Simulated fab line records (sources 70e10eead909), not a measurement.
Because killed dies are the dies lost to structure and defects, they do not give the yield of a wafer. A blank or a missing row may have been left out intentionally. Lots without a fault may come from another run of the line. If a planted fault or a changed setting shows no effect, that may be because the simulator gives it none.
fab line records / flow nand_harc
record: lots: 5 wafers: 15 last_day: 33
route steps=1302 shown A_SGD_CUT@893
lots untouched by any fault: they come from a run of this same line in which no faults occurred
start_h: start of the lot's first displayed wafer, in hours after the record's first day / wait_h: hours elapsed since this lot's preceding step / " the same as in the row above / L1.1+2: a row that stands for several wafers / - no value, or no start was given / * or withheld: withheld / < > ~ a bound
route shown NAME@n: NAME is a module with steps in the file, n the number in the route of the first one / usual: mean and standard deviation over wafers with no fault / same: alike in all rows / chamber/n: place in a boat / sites: readings site by site / _std_site: the standard deviation of these / _edge_site: outer sites' mean less inner sites' / radius_mm: how far each site lies from the wafer's centre / mask NAME#n: copy n / behind: the tool/chamber that last shaped the wafer / hold: why the lot was held/for how many hours/how that ended / device: whichever transistor did not switch (one of n, p or np) / end of line: the route-end tests of the same wafers / step lacking rows: just its recipe / killed: not the wafer's yield, but the dies lost to structure and defects at the first sort / map: shows each die of a wafer: x if killed, . if not, _ if none is there
set.NAME: the run value of the setting; set.NAME@STEP: its run value at that earlier step / model.NAME: the simulator's own value behind a step, which no gauge read
certain route steps with their lots: each step a table, each wafer a row
services: from which hour (start_h, from the record's first day; less than 0 if before it) a tool's chamber was out of use, for how many hours, and why
== steps ==
step: NHARC_A_SGD_CUT_COAT_56
recipe: temp_c: 260 time_s: 75
step: NHARC_A_SGD_CUT_COAT_57
recipe: temp_c: 225 time_s: 65
step: NHARC_A_SGD_CUT_COAT_03
recipe: spin_rpm: 1500 resist_thk_nm: 90
step: NHARC_A_SGD_CUT_SOFTBAKE_04
recipe: temp_c: 105 time_s: 55
step: NHARC_A_SGD_CUT_EBR_05
step: NHARC_A_SGD_CUT_EXPOSE_06
recipe: na: 1.35 dose_mj: 85.59 mask_id: SGD
step: NHARC_A_SGD_CUT_PEB_07
recipe: peb_temp_c: 100 peb_time_s: 65
step: NHARC_A_SGD_CUT_DEVELOP_08
recipe: develop_time_s: 35 dev_temp_c: 23
step: NHARC_A_SGD_CUT_CD_MEAS_09
recipe: target_cd_nm: 100 landing_energy_ev: 500
usual: cd_nm: 100.0/0.54
lot.wafer=L423.1 tool=cd_sem-01 chamber=0 start_h=476.66 wait_h=- cd_nm=100.2
lot.wafer=L423.4 tool=cd_sem-01 chamber=0 start_h=476.66 wait_h=- cd_nm=100.3
lot.wafer=L423.5 tool=cd_sem-01 chamber=0 start_h=476.66 wait_h=- cd_nm=100.5
lot.wafer=L429.2 tool=cd_sem-01 chamber=0 start_h=527.83 wait_h=- cd_nm=99.1
lot.wafer=L429.3 tool=cd_sem-01 chamber=0 start_h=527.83 wait_h=- cd_nm=99.9
lot.wafer=L429.6 tool=cd_sem-01 chamber=0 start_h=527.83 wait_h=- cd_nm=99.5
lot.wafer=L431.2 tool=cd_sem-01 chamber=0 start_h=556.63 wait_h=- cd_nm=99.8
lot.wafer=L431.3 tool=cd_sem-01 chamber=0 start_h=556.63 wait_h=- cd_nm=100.0
lot.wafer=L431.5 tool=cd_sem-01 chamber=0 start_h=556.63 wait_h=- cd_nm=100.1
lot.wafer=L438.1 tool=cd_sem-03 chamber=0 start_h=613.65 wait_h=- cd_nm=99.6
lot.wafer=L438.4 tool=cd_sem-03 chamber=0 start_h=613.65 wait_h=- cd_nm=101.1
lot.wafer=L438.6 tool=cd_sem-03 chamber=0 start_h=613.65 wait_h=- cd_nm=100.9
lot.wafer=L442.1 tool=cd_sem-03 chamber=0 start_h=658.16 wait_h=- cd_nm=99.4
lot.wafer=L442.3 tool=cd_sem-03 chamber=0 start_h=658.16 wait_h=- cd_nm=99.2
lot.wafer=L442.4 tool=cd_sem-03 chamber=0 start_h=658.16 wait_h=- cd_nm=99.3
step: NHARC_A_SGD_CUT_OVL_MEAS_10
usual: overlay_x_nm: 0.2/0.86 overlay_y_nm: -0.1/0.91
lot.wafer=L423.1 tool=overlay-01 chamber=- start_h=476.75 wait_h=- overlay_x_nm=0.1 overlay_y_nm=0.3
lot.wafer=L423.4 tool=overlay-01 chamber=- start_h=476.75 wait_h=- overlay_x_nm=-0.1 overlay_y_nm=-0.1
lot.wafer=L423.5 tool=overlay-01 chamber=- start_h=476.75 wait_h=- overlay_x_nm=-0.7 overlay_y_nm=0.2
lot.wafer=L429.2 tool=overlay-01 chamber=- start_h=527.92 wait_h=- overlay_x_nm=2.4 overlay_y_nm=-0.4
lot.wafer=L429.3 tool=overlay-01 chamber=- start_h=527.92 wait_h=- overlay_x_nm=2.6 overlay_y_nm=-0.4
lot.wafer=L429.6 tool=overlay-01 chamber=- start_h=527.92 wait_h=- overlay_x_nm=2.5 overlay_y_nm=-0.5
lot.wafer=L431.2 tool=overlay-02 chamber=- start_h=556.72 wait_h=- overlay_x_nm=1.0 overlay_y_nm=0.1
lot.wafer=L431.3 tool=overlay-02 chamber=- start_h=556.72 wait_h=- overlay_x_nm=1.4 overlay_y_nm=-0.3
lot.wafer=L431.5 tool=overlay-02 chamber=- start_h=556.72 wait_h=- overlay_x_nm=1.4 overlay_y_nm=-0.1
lot.wafer=L438.1 tool=overlay-01 chamber=- start_h=613.74 wait_h=- overlay_x_nm=0.0 overlay_y_nm=0.7
lot.wafer=L438.4 tool=overlay-01 chamber=- start_h=613.74 wait_h=- overlay_x_nm=-0.8 overlay_y_nm=0.0
lot.wafer=L438.6 tool=overlay-01 chamber=- start_h=613.74 wait_h=- overlay_x_nm=-0.2 overlay_y_nm=0.5
lot.wafer=L442.1 tool=overlay-01 chamber=- start_h=658.25 wait_h=- overlay_x_nm=0.0 overlay_y_nm=0.5
lot.wafer=L442.3 tool=overlay-01 chamber=- start_h=658.25 wait_h=- overlay_x_nm=0.0 overlay_y_nm=0.3
lot.wafer=L442.4 tool=overlay-01 chamber=- start_h=658.25 wait_h=- overlay_x_nm=0.1 overlay_y_nm=0.1
step: NHARC_A_SGD_CUT_INSPECT_11
usual: raw_defect_count: 48/30
lot.wafer=L423.1 tool=defect_inspect-01 chamber=- start_h=476.79 wait_h=0.0 raw_defect_count=13
lot.wafer=L423.4 tool=defect_inspect-01 chamber=- start_h=476.79 wait_h=0.0 raw_defect_count=14
lot.wafer=L423.5 tool=defect_inspect-01 chamber=- start_h=476.79 wait_h=0.0 raw_defect_count=6
lot.wafer=L429.2 tool=defect_inspect-02 chamber=- start_h=527.95 wait_h=0.0 raw_defect_count=83
lot.wafer=L429.3 tool=defect_inspect-02 chamber=- start_h=527.95 wait_h=0.0 raw_defect_count=58
lot.wafer=L429.6 tool=defect_inspect-02 chamber=- start_h=527.95 wait_h=0.0 raw_defect_count=83
lot.wafer=L431.2 tool=defect_inspect-01 chamber=- start_h=556.75 wait_h=0.0 raw_defect_count=14
lot.wafer=L431.3 tool=defect_inspect-01 chamber=- start_h=556.75 wait_h=0.0 raw_defect_count=11
lot.wafer=L431.5 tool=defect_inspect-01 chamber=- start_h=556.75 wait_h=0.0 raw_defect_count=16
lot.wafer=L438.1 tool=defect_inspect-02 chamber=- start_h=613.78 wait_h=0.0 raw_defect_count=23
lot.wafer=L438.4 tool=defect_inspect-02 chamber=- start_h=613.78 wait_h=0.0 raw_defect_count=25
lot.wafer=L438.6 tool=defect_inspect-02 chamber=- start_h=613.78 wait_h=0.0 raw_defect_count=25
lot.wafer=L442.1 tool=defect_inspect-01 chamber=- start_h=658.29 wait_h=0.0 raw_defect_count=8
lot.wafer=L442.3 tool=defect_inspect-01 chamber=- start_h=658.29 wait_h=0.0 raw_defect_count=5
lot.wafer=L442.4 tool=defect_inspect-01 chamber=- start_h=658.29 wait_h=0.0 raw_defect_count=11
step: NHARC_A_SGD_CUT_DESCUM_14
recipe: time_s: 3 o2_flow_sccm: 200 ar_flow_sccm: 0 bias_power_w: 0 chemistry: O2
usual: drypump_motor_current_A: 5.7/0.56 oes_product_au: 1.001/0.011 rf_vpp_V: 57.8/0.87 showerhead_plenum_p_Torr: 1.89/0.065 throttle_valve_pct: 11.312/0.0098
same: time_s: 3
lot.wafer=L423.1 tool=rie_diel-13 chamber=2 start_h=476.86 wait_h=0.1 drypump_motor_current_A=5.3 oes_product_au=1.021 rf_hours_counter_h=7 rf_vpp_V=58.1 showerhead_plenum_p_Torr=1.86 throttle_valve_pct=11.313
lot.wafer=L423.4 tool=rie_diel-13 chamber=2 start_h=476.86 wait_h=0.1 drypump_motor_current_A=5.3 oes_product_au=1.017 rf_hours_counter_h=- rf_vpp_V=59.4 showerhead_plenum_p_Torr=1.86 throttle_valve_pct=11.315
lot.wafer=L423.5 tool=rie_diel-13 chamber=2 start_h=476.86 wait_h=0.1 drypump_motor_current_A=5.3 oes_product_au=1.019 rf_hours_counter_h=- rf_vpp_V=57.0 showerhead_plenum_p_Torr=1.86 throttle_valve_pct=11.321
lot.wafer=L429.2 tool=rie_diel-05 chamber=1 start_h=528.01 wait_h=0.1 drypump_motor_current_A=6.4 oes_product_au=1.009 rf_hours_counter_h=5 rf_vpp_V=58.3 showerhead_plenum_p_Torr=1.80 throttle_valve_pct=11.313
lot.wafer=L429.3 tool=rie_diel-05 chamber=0 start_h=528.01 wait_h=0.1 drypump_motor_current_A=5.0 oes_product_au=1.008 rf_hours_counter_h=7 rf_vpp_V=58.4 showerhead_plenum_p_Torr=1.93 throttle_valve_pct=11.317
lot.wafer=L429.6 tool=rie_diel-05 chamber=2 start_h=528.01 wait_h=0.1 drypump_motor_current_A=5.3 oes_product_au=1.012 rf_hours_counter_h=- rf_vpp_V=57.5 showerhead_plenum_p_Torr=1.85 throttle_valve_pct=11.313
lot.wafer=L431.2 tool=rie_diel-05 chamber=3 start_h=556.82 wait_h=0.1 drypump_motor_current_A=5.7 oes_product_au=1.002 rf_hours_counter_h=8 rf_vpp_V=58.3 showerhead_plenum_p_Torr=1.91 throttle_valve_pct=11.319
lot.wafer=L431.3 tool=rie_diel-05 chamber=1 start_h=556.82 wait_h=0.1 drypump_motor_current_A=6.5 oes_product_au=1.016 rf_hours_counter_h=7 rf_vpp_V=57.7 showerhead_plenum_p_Torr=1.80 throttle_valve_pct=11.331
lot.wafer=L431.5 tool=rie_diel-05 chamber=0 start_h=556.82 wait_h=0.1 drypump_motor_current_A=5.0 oes_product_au=0.996 rf_hours_counter_h=- rf_vpp_V=57.1 showerhead_plenum_p_Torr=1.93 throttle_valve_pct=11.315
lot.wafer=L438.1 tool=rie_diel-10 chamber=0 start_h=613.84 wait_h=0.1 drypump_motor_current_A=5.9 oes_product_au=1.011 rf_hours_counter_h=1 rf_vpp_V=58.4 showerhead_plenum_p_Torr=1.85 throttle_valve_pct=11.330
lot.wafer=L438.4 tool=rie_diel-10 chamber=1 start_h=613.84 wait_h=0.1 drypump_motor_current_A=5.4 oes_product_au=0.984 rf_hours_counter_h=1 rf_vpp_V=57.8 showerhead_plenum_p_Torr=1.95 throttle_valve_pct=11.325
lot.wafer=L438.6 tool=rie_diel-10 chamber=0 start_h=613.84 wait_h=0.1 drypump_motor_current_A=5.9 oes_product_au=1.000 rf_hours_counter_h=- rf_vpp_V=56.6 showerhead_plenum_p_Torr=1.85 throttle_valve_pct=11.301
lot.wafer=L442.3 tool=rie_diel-05 chamber=2 start_h=658.35 wait_h=0.1 drypump_motor_current_A=5.3 oes_product_au=1.001 rf_hours_counter_h=3 rf_vpp_V=58.7 showerhead_plenum_p_Torr=1.85 throttle_valve_pct=11.325
lot.wafer=L442.1 tool=rie_diel-05 chamber=3 start_h=658.35 wait_h=0.1 drypump_motor_current_A=5.7 oes_product_au=0.989 rf_hours_counter_h=3 rf_vpp_V=56.8 showerhead_plenum_p_Torr=1.91 throttle_valve_pct=11.304
lot.wafer=L442.4 tool=rie_diel-05 chamber=1 start_h=658.35 wait_h=0.1 drypump_motor_current_A=6.5 oes_product_au=1.010 rf_hours_counter_h=3 rf_vpp_V=57.5 showerhead_plenum_p_Torr=1.79 throttle_valve_pct=11.310
step: NHARC_A_SGD_CUT_ETCH_58
recipe: target_depth_a: 390 over_etch_frac: 0.3 time_s: 65 ion_energy_ev: 80 cf4_flow_sccm: 150 ar_flow_sccm: 0 rf_w: 300 bias_w: 100 chemistry: CF4
usual: drypump_motor_current_A: 5.7/0.58 oes_product_au: 1.003/0.011 rf_vpp_V: 151.0/1.1 showerhead_plenum_p_Torr: 1.75/0.058 throttle_valve_pct: 13.284/0.0093
same: time_s: 65
lot.wafer=L423.1 tool=rie_diel-13 chamber=2 start_h=477.00 wait_h=0.1 drypump_motor_current_A=5.3 oes_product_au=1.010 rf_hours_counter_h=7 rf_vpp_V=150.6 showerhead_plenum_p_Torr=1.72 throttle_valve_pct=13.275
lot.wafer=L423.4 tool=rie_diel-13 chamber=1 start_h=477.00 wait_h=0.1 drypump_motor_current_A=5.1 oes_product_au=0.982 rf_hours_counter_h=- rf_vpp_V=153.2 showerhead_plenum_p_Torr=1.87 throttle_valve_pct=13.277
lot.wafer=L423.5 tool=rie_diel-13 chamber=2 start_h=477.00 wait_h=0.1 drypump_motor_current_A=5.3 oes_product_au=1.016 rf_hours_counter_h=- rf_vpp_V=150.0 showerhead_plenum_p_Torr=1.72 throttle_valve_pct=13.272
lot.wafer=L429.2 tool=rie_diel-05 chamber=0 start_h=528.32 wait_h=0.3 drypump_motor_current_A=5.0 oes_product_au=1.005 rf_hours_counter_h=7 rf_vpp_V=152.2 showerhead_plenum_p_Torr=1.78 throttle_valve_pct=13.279
lot.wafer=L429.3 tool=rie_diel-05 chamber=1 start_h=528.32 wait_h=0.3 drypump_motor_current_A=6.5 oes_product_au=1.032 rf_hours_counter_h=6 rf_vpp_V=150.0 showerhead_plenum_p_Torr=1.67 throttle_valve_pct=13.277
lot.wafer=L429.6 tool=rie_diel-05 chamber=0 start_h=528.32 wait_h=0.3 drypump_motor_current_A=5.0 oes_product_au=1.003 rf_hours_counter_h=- rf_vpp_V=151.1 showerhead_plenum_p_Torr=1.78 throttle_valve_pct=13.289
lot.wafer=L431.2 tool=rie_diel-05 chamber=0 start_h=556.90 wait_h=0.1 drypump_motor_current_A=5.0 oes_product_au=0.833 rf_hours_counter_h=9 rf_vpp_V=150.7 showerhead_plenum_p_Torr=1.78 throttle_valve_pct=13.272
lot.wafer=L431.3 tool=rie_diel-05 chamber=3 start_h=556.90 wait_h=0.1 drypump_motor_current_A=5.7 oes_product_au=0.995 rf_hours_counter_h=8 rf_vpp_V=152.3 showerhead_plenum_p_Torr=1.76 throttle_valve_pct=13.274
lot.wafer=L431.5 tool=rie_diel-05 chamber=0 start_h=556.90 wait_h=0.1 drypump_motor_current_A=5.0 oes_product_au=0.837 rf_hours_counter_h=- rf_vpp_V=152.6 showerhead_plenum_p_Torr=1.78 throttle_valve_pct=13.291
lot.wafer=L438.1 tool=rie_diel-10 chamber=3 start_h=613.92 wait_h=0.1 drypump_motor_current_A=6.2 oes_product_au=1.008 rf_hours_counter_h=1 rf_vpp_V=152.5 showerhead_plenum_p_Torr=1.81 throttle_valve_pct=13.287
lot.wafer=L438.4 tool=rie_diel-10 chamber=0 start_h=613.92 wait_h=0.1 drypump_motor_current_A=5.9 oes_product_au=1.003 rf_hours_counter_h=1 rf_vpp_V=150.3 showerhead_plenum_p_Torr=1.71 throttle_valve_pct=13.297
lot.wafer=L438.6 tool=rie_diel-10 chamber=0 start_h=613.92 wait_h=0.1 drypump_motor_current_A=5.9 oes_product_au=1.001 rf_hours_counter_h=- rf_vpp_V=150.6 showerhead_plenum_p_Torr=1.71 throttle_valve_pct=13.294
lot.wafer=L442.4 tool=rie_diel-05 chamber=2 start_h=658.43 wait_h=0.1 drypump_motor_current_A=5.3 oes_product_au=1.005 rf_hours_counter_h=3 rf_vpp_V=149.0 showerhead_plenum_p_Torr=1.71 throttle_valve_pct=13.292
lot.wafer=L442.1 tool=rie_diel-05 chamber=3 start_h=658.43 wait_h=0.1 drypump_motor_current_A=5.7 oes_product_au=0.981 rf_hours_counter_h=3 rf_vpp_V=150.3 showerhead_plenum_p_Torr=1.76 throttle_valve_pct=13.282
lot.wafer=L442.3 tool=rie_diel-05 chamber=0 start_h=658.43 wait_h=0.1 drypump_motor_current_A=5.0 oes_product_au=0.979 rf_hours_counter_h=3 rf_vpp_V=150.9 showerhead_plenum_p_Torr=1.78 throttle_valve_pct=13.285
step: NHARC_A_SGD_CUT_ETCH_59
recipe: target_depth_a: 2600 over_etch_frac: 0.25 time_s: 406.25 ion_energy_ev: 200 n2_flow_sccm: 150 h2_flow_sccm: 150 ar_flow_sccm: 0 rf_w: 400 bias_w: 150 chemistry: N2/H2
usual: drypump_motor_current_A: 5.8/0.58 oes_product_au: 1.001/0.012 rf_vpp_V: 429.9/2.2 showerhead_plenum_p_Torr: 2.02/0.071 throttle_valve_pct: 14.171/0.009
same: time_s: 406.25
lot.wafer=L423.1 tool=rie_diel-13 chamber=2 start_h=477.11 wait_h=0.1 drypump_motor_current_A=5.3 oes_product_au=1.004 rf_hours_counter_h=8 rf_vpp_V=430.0 showerhead_plenum_p_Torr=1.98 throttle_valve_pct=14.168
lot.wafer=L423.4 tool=rie_diel-13 chamber=2 start_h=477.11 wait_h=0.1 drypump_motor_current_A=5.3 oes_product_au=1.008 rf_hours_counter_h=- rf_vpp_V=428.6 showerhead_plenum_p_Torr=1.98 throttle_valve_pct=14.164
lot.wafer=L423.5 tool=rie_diel-13 chamber=1 start_h=477.11 wait_h=0.1 drypump_motor_current_A=5.1 oes_product_au=0.977 rf_hours_counter_h=- rf_vpp_V=432.6 showerhead_plenum_p_Torr=2.17 throttle_valve_pct=14.158
lot.wafer=L429.3 tool=rie_diel-05 chamber=1 start_h=- wait_h=- drypump_motor_current_A=6.5 oes_product_au=1.017 rf_hours_counter_h=6 rf_vpp_V=427.0 showerhead_plenum_p_Torr=1.91 throttle_valve_pct=14.184
lot.wafer=L429.2 tool=rie_diel-05 chamber=2 start_h=- wait_h=- drypump_motor_current_A=5.2 oes_product_au=1.017 rf_hours_counter_h=7 rf_vpp_V=428.2 showerhead_plenum_p_Torr=1.97 throttle_valve_pct=14.166
lot.wafer=L429.6 tool=rie_diel-05 chamber=2 start_h=- wait_h=- drypump_motor_current_A=5.3 oes_product_au=1.010 rf_hours_counter_h=- rf_vpp_V=427.4 showerhead_plenum_p_Torr=1.97 throttle_valve_pct=14.156
lot.wafer=L431.2 tool=rie_diel-05 chamber=3 start_h=- wait_h=- drypump_motor_current_A=5.7 oes_product_au=0.993 rf_hours_counter_h=8 rf_vpp_V=429.8 showerhead_plenum_p_Torr=2.03 throttle_valve_pct=14.169
lot.wafer=L431.3 tool=rie_diel-05 chamber=0 start_h=- wait_h=- drypump_motor_current_A=5.0 oes_product_au=0.995 rf_hours_counter_h=9 rf_vpp_V=430.9 showerhead_plenum_p_Torr=2.06 throttle_valve_pct=14.167
lot.wafer=L431.5 tool=rie_diel-05 chamber=3 start_h=- wait_h=- drypump_motor_current_A=5.7 oes_product_au=1.004 rf_hours_counter_h=- rf_vpp_V=430.7 showerhead_plenum_p_Torr=2.03 throttle_valve_pct=14.156
lot.wafer=L438.4 tool=rie_diel-10 chamber=0 start_h=- wait_h=- drypump_motor_current_A=5.9 oes_product_au=1.002 rf_hours_counter_h=1 rf_vpp_V=427.6 showerhead_plenum_p_Torr=1.97 throttle_valve_pct=14.160
lot.wafer=L438.1 tool=rie_diel-10 chamber=2 start_h=- wait_h=- drypump_motor_current_A=6.0 oes_product_au=1.004 rf_hours_counter_h=1 rf_vpp_V=428.2 showerhead_plenum_p_Torr=1.97 throttle_valve_pct=14.166
lot.wafer=L438.6 tool=rie_diel-10 chamber=0 start_h=- wait_h=- drypump_motor_current_A=5.9 oes_product_au=1.004 rf_hours_counter_h=- rf_vpp_V=427.7 showerhead_plenum_p_Torr=1.97 throttle_valve_pct=14.161
lot.wafer=L442.1 tool=rie_diel-05 chamber=3 start_h=- wait_h=- drypump_motor_current_A=5.7 oes_product_au=0.984 rf_hours_counter_h=3 rf_vpp_V=430.7 showerhead_plenum_p_Torr=2.03 throttle_valve_pct=14.182
lot.wafer=L442.3 tool=rie_diel-05 chamber=1 start_h=- wait_h=- drypump_motor_current_A=6.5 oes_product_au=1.002 rf_hours_counter_h=3 rf_vpp_V=426.6 showerhead_plenum_p_Torr=1.91 throttle_valve_pct=14.185
lot.wafer=L442.4 tool=rie_diel-05 chamber=2 start_h=- wait_h=- drypump_motor_current_A=5.2 oes_product_au=1.003 rf_hours_counter_h=3 rf_vpp_V=429.4 showerhead_plenum_p_Torr=1.97 throttle_valve_pct=14.170
== services ==
tool=rie_diel-05 chamber=0 start_h=464.60 hours=- kind=clean
tool=rie_diel-05 chamber=1 start_h=464.60 hours=- kind=clean
tool=rie_diel-05 chamber=2 start_h=464.60 hours=- kind=clean
tool=rie_diel-05 chamber=3 start_h=464.60 hours=- kind=clean
tool=rie_diel-13 chamber=0 start_h=470.49 hours=8.1 kind=repair
tool=rie_diel-13 chamber=- start_h=471.41 hours=0.2 kind=repair
tool=rie_diel-13 chamber=3 start_h=476.78 hours=6.5 kind=repair
tool=rie_diel-05 chamber=0 start_h=489.10 hours=- kind=clean
tool=rie_diel-05 chamber=1 start_h=489.10 hours=- kind=clean
tool=rie_diel-05 chamber=2 start_h=489.10 hours=- kind=clean
tool=rie_diel-05 chamber=3 start_h=489.10 hours=- kind=clean
tool=rie_diel-05 chamber=1 start_h=506.23 hours=16.4 kind=repair
tool=rie_diel-05 chamber=0 start_h=513.60 hours=- kind=clean
tool=rie_diel-10 chamber=1 start_h=515.02 hours=2.5 kind=repair
tool=rie_diel-13 chamber=- start_h=519.08 hours=9.0 kind=pm
tool=rie_diel-05 chamber=3 start_h=526.69 hours=4.7 kind=repair
tool=rie_diel-05 chamber=1 start_h=547.75 hours=3.1 kind=repair
tool=rie_diel-13 chamber=- start_h=574.86 hours=1.1 kind=repair
tool=rie_diel-05 chamber=- start_h=583.60 hours=9.0 kind=pm
tool=rie_diel-10 chamber=- start_h=596.75 hours=9.0 kind=pm
tool=rie_diel-13 chamber=2 start_h=609.36 hours=2.9 kind=repair
tool=rie_diel-05 chamber=- start_h=631.67 hours=1.0 kind=repair
tool=rie_diel-13 chamber=2 start_h=636.52 hours=5.3 kind=repair
tool=rie_diel-10 chamber=- start_h=646.94 hours=1.0 kind=repair
== key ==
first_sign: step: NHARC_A_SGD_CUT_ETCH_58 reading: oes_product_au direction: down sigmas: 16 usual: 1.003 struck: 0.835
effect none on later readings
met_at NHARC_A_SGD_CUT_ETCH_58
struck_wafers L431.2,L431.5
sort_left_out L431.2,L431.5
tester_left_out L431
onset_between 528.32 556.90
fault: kind: process_parameter_drift tool: rie_diel-05 chamber: 0 onset_h: 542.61 steps: NHARC_A_SGD_CUT_ETCH_58 channel: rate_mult offset: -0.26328 shape: step end_h: 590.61
tester_left_out: of these lots the tester's yield and bins aren't shown, on N5 and GAA mostly nor the transistor test; their killed dies are dies lost to structure and defects alone, not to doping, threshold or leakage, so they don't give the yield
sort_left_out: the simulated sort isn't trusted on such a fault, so these wafers' sort isn't shown, and their yield isn't known
